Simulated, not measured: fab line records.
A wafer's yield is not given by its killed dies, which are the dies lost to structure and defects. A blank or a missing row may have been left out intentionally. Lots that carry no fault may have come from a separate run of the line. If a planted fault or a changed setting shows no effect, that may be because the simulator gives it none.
Struck lot and sound lot, side by side + flow n5 finfet + 39 out of 1938 route steps
Sound: these wafers, L524.2, L524.4, L524.5. Struck: wafer L528.1 (left out: L528.6, a lot-mate that was not struck); the cause follows at the end.
Order at every step that has rows: each side's tool, ch and its chambers, its first start. Under that, the readings that differ: sound wafers + struck wafers + difference of the means + sigmas: that difference in standard deviations of wafers without a fault.
alike: words and numbers the same on both sides, and readings whose means are apart by under 2 such deviations; not compared: readings that were withheld, readings missing a value for some wafer, numbers with overlapping values and no deviation given by the record, and bounds like >300 which may hide the same value.
A row with sigmas, a row that says differs or no value, or rows on one side alone: a step with any of these is where the two part. Non-overlapping numbers with no deviation appear without sigmas and do not part them. Lack of a reading on every wafer of one side parts them only where that side has two or more wafers.

first, 9 steps without rows for these wafers: N5_BEOL_M4_ANNEAL_95 (time 240 s); N5_BEOL_M4_SPUTTER_96 (material Cu, target thk 4.5 nm, time 8.29 s); N5_BEOL_M4_ECD_50 (material Cu, target thk 300 nm); N5_BEOL_M4_ANNEAL_51 (time 90 s); N5_BEOL_M4_CMP_52 (polishes, stops on SiOC, t overpolish 6.8 s, target thk 40 nm); N5_BEOL_M4_PRE_CLEAN_60 (time 15 s); N5_BEOL_M4_CO_CAP_55 (material Co, precursor CCTBA/H2, target thk 2 nm, time 102.1 s); N5_BEOL_M4_PRE_CLEAN_56 (time 15 s); N5_BEOL_M4_DEP_57 (deposits SiCN from 3MS/NH3, target thk 8 nm, time 14 s).
N5_BEOL_M4_RC_MEAS_101:
  sound on prober-02 ch 0, day 11 12:13; struck on prober-01 ch 0, day 11 18:04
| reading       | sound          | struck | difference | sigmas |
|---------------|----------------|--------|------------|--------|
| SS_N (mV/dec) | 73.4 72.6 72.1 | 71.0   | -1.7       | -2     |
  alike: DIBL_N, DIBL_P, IOFF_N, IOFF_P, ION_N, ION_P, SS_P, VT_N, VT_P
then, 24 steps without rows for these wafers: N5_BEOL_M5_ILD_DEP_00 (deposits SiCOH lowk from DEMS/porogen, target thk 140.64 nm, time 25.9 s); N5_BEOL_M5_CURE_79 (cures SiCOH lowk, time 240 s); N5_BEOL_M5_PECVD_70 (deposits SiO2 from TEOS/O2, target thk 16 nm, time 18 s); N5_BEOL_M5_HM_DEP_02 (deposits TiN, target thk 20 nm); N5_BEOL_M5_COAT_59 (time 60 s, resist thk 60 nm); N5_BEOL_M5_COAT_60 (time 60 s, resist thk 12 nm); N5_BEOL_M5_COAT_71 (time 60 s, resist thk 5 nm); N5_BEOL_M5_COAT_05 (resist thk 30 nm); N5_BEOL_M5_EBR_07; N5_BEOL_M5_SOFTBAKE_06 (time 60 s); N5_BEOL_M5_EXPOSE_08 (exposes mask M5, target cd 28 nm); N5_BEOL_M5_PEB_09 (peb time 60 s); N5_BEOL_M5_DEVELOP_10 (develop time 30 s); N5_BEOL_M5_DESCUM_16 (chemistry O2, time 7 s); N5_BEOL_M5_ETCH_72 (etches underlayer in N2/H2, target depth 6.5 nm, time 5.2 s); N5_BEOL_M5_ETCH_61 (etches SiARC in CF4, target depth 15.6 nm, time 26 s); N5_BEOL_M5_ETCH_62 (etches SOC in N2/H2, target depth 75 nm, overetch 15 nm, time 112.5 s); N5_BEOL_M5_STRIP_63 (strips in N2/H2); N5_BEOL_M5_STRIP_73 (strips in N2/H2); N5_BEOL_M5_STRIP_64 (strips in CF4); N5_BEOL_M5_HM_OPEN_17 (chemistry Cl2/BCl3, target TiN, target depth 20 nm, overetch 6 nm); N5_BEOL_M5_STRIP_19 (strips in O2); N5_BEOL_M5_COAT_65 (time 60 s, resist thk 60 nm); N5_BEOL_M5_COAT_66 (time 60 s, resist thk 12 nm).
N5_BEOL_M9_HM_OPEN_17: chemistry Cl2/BCl3, target TiN, target depth 20 nm, overetch 6 nm.
  sound on rie metal-01 ch 0, day 13 03:50; struck on rie metal-01 ch 1, day 13 13:06
| reading                                  | sound             | struck | difference | sigmas |
|------------------------------------------|-------------------|--------|------------|--------|
| model.etch.depth nm (nm)                 | 20.31 20.09 19.96 | 16.99  | -3.13      |        |
| model.SOC_of_BEOL_M9_COAT_59.thk nm (nm) | 92.2 92.2 92.4    | 94.8   | +2.5       |        |
  alike: drypump motor current A, oes_ar_750_au, oes product au, throttle valve pct
  not compared: rf hours counter h
N5_BEOL_M9_VIA_ETCH_34: etches SiCOH lowk in C4F6/O2, target depth 182.4 nm, time 68.4 s.
  sound on rie diel-06 ch 0,2,3, day 13 05:55; struck on rie diel-02 ch 2, day 13 14:26
| reading               | sound          | struck | difference | sigmas |
|-----------------------|----------------|--------|------------|--------|
| oes product au (a.u.) | 0.83 0.73 0.76 | 0.54   | -0.23      | -3     |
  alike: O2_flow_sccm, drypump motor current A, oes_ar_750_au, rf vpp V, showerhead plenum p Torr, throttle valve pct
  not compared: rf hours counter h
N5_BEOL_M9_OCD_MEAS_38:
  sound: ocd-02 at day 13 06:11; struck: ocd-02 at day 13 14:42
| reading              | sound       | struck | difference | sigmas |
|----------------------|-------------|--------|------------|--------|
| trench depth nm (nm) | 151 155 156 | 59     | -95        | -30    |
N5_BEOL_M9_THK_MEAS_53: measures by xrf.
  sound: film metro-01 at day 13 09:02; struck: film metro-02 at day 13 16:39
  not compared: M9_THK
-- a jump in the record: the struck wafers' starts before and after are 3 days apart (it breaks off in module BEOL_M9 and resumes in module PASSIVATION, where the first step shown is number 1936 of the route) --
N5_PASSIVATION_PROBE_49:
  sound: prober-02 at day 15 19:20; struck: prober-01 at day 16 14:30
| reading                  | sound          | struck | difference | sigmas      |
|--------------------------|----------------|--------|------------|-------------|
| defect limited yield (%) | 91.0 90.4 93.1 | 33.7   | -57.8      | -41         |
| killed_at_M4_up          | 16 17 17       | 684    | +667       | +99 or more |
| killed at contacts       | 3 11 7         | 22     | +15        | +3          |
| killed dies              | 106 113 82     | 782    | +682       | +43         |
| killed on rim            | 11 11 7        | 73     | +63        | +16         |
| sort_bin_5_function (%)  | 5.3 5.3 3.6    | 61.9   | +57.2      | +64         |
| sort n pass              | 1056 1067 1098 | 398    | -676       | -24         |
| sort yield pct (%)       | 89.5 90.4 93.1 | 33.7   | -57.3      | -24         |
  alike: killed_at_M0_to_M3, killed at front end, killed at other, killed open, killed short, sort_bin_4_leakage, sort_bin_6_memory

## WHERE THEY PART
At N5_BEOL_M4_RC_MEAS_101 first; at N5_PASSIVATION_PROBE_49 last (within this record only).

WHY: the cause the simulator had injected
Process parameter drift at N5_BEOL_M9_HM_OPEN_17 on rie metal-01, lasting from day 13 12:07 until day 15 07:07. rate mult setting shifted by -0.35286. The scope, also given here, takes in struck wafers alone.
